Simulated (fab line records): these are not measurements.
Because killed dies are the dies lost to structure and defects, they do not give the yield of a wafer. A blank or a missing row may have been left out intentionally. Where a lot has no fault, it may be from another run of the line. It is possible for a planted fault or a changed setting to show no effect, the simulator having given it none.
Chamber matching + flow n5 finfet + N5_BEOL_M8_CURE_74 on uv cure-01: 3 sister chambers
The step cures SiCOH lowk, time 240 s. 6 wafers are shown with their chamber, then 10 later ones without.

WAFERS, EACH WITH ITS CHAMBER
| wafer  | chamber | wafer_temp_C_max | lamp power pct (%) |
|--------|---------|------------------|--------------------|
| L076.4 | 1       | 387.8            | 52.31              |
| L076.5 | 1       | 389.0            | 52.32              |
| L085.3 | 2       | 387.5            | 52.36              |
| L085.4 | 2       | 387.1            | 52.37              |
| L087.1 | 0       | 386.4            | 52.34              |
| L087.4 | 0       | 386.2            | 52.26              |

WAFERS MISSING THEIR CHAMBER
| wafer  | wafer_temp_C_max | lamp power pct (%) |
|--------|------------------|--------------------|
| L087.6 | 386.1            | 52.38              |
| L087.2 | 386.4            | 52.35              |
| L087.3 | 386.5            | 52.29              |
| L087.5 | 386.2            | 52.24              |
| L092.1 | 386.9            | 52.21              |
| L092.2 | 387.9            | 52.26              |
| L092.4 | 386.8            | 52.27              |
| L095.1 | 386.5            | 52.36              |
| L095.2 | 386.5            | 52.22              |
| L095.4 | 386.1            | 52.34              |

WHICH CHAMBER EACH ONE RAN IN
| wafer  | from the rows above          | in truth |
|--------|------------------------------|----------|
| L087.6 | can't be placed: 2 or 0      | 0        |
| L087.2 | can't be placed: 0 or 2      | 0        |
| L087.3 | 0                            | 0        |
| L087.5 | 0                            | 0        |
| L092.1 | can't be placed: 0 or 1 or 2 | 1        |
| L092.2 | can't be placed: 1 or 0 or 2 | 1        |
| L092.4 | can't be placed: 0 or 2      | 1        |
| L095.1 | can't be placed: 2 or 0      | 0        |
| L095.2 | 0                            | 0        |
| L095.4 | can't be placed: 0 or 2      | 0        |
Correctly placed: 3 of 10. Cannot be placed on the basis of these rows: 7; the candidates contain the true chamber in 6. Placed wrongly: 0.
How it was worked out, from the rows above alone: a wafer's distance from a chamber is the root of the sum, over the readings, of the square of ((its reading less the chamber's mean) divided by the reading's scatter). The wafer belongs to the nearest chamber; if the next one is less than 2 further off, it can't be placed. A chamber's mean is the mean of its shown wafers. How the scatter is found: for the shown wafers, subtract from each reading the mean of its chamber, square and add these, divide the total by (wafers less chambers), then take the root.
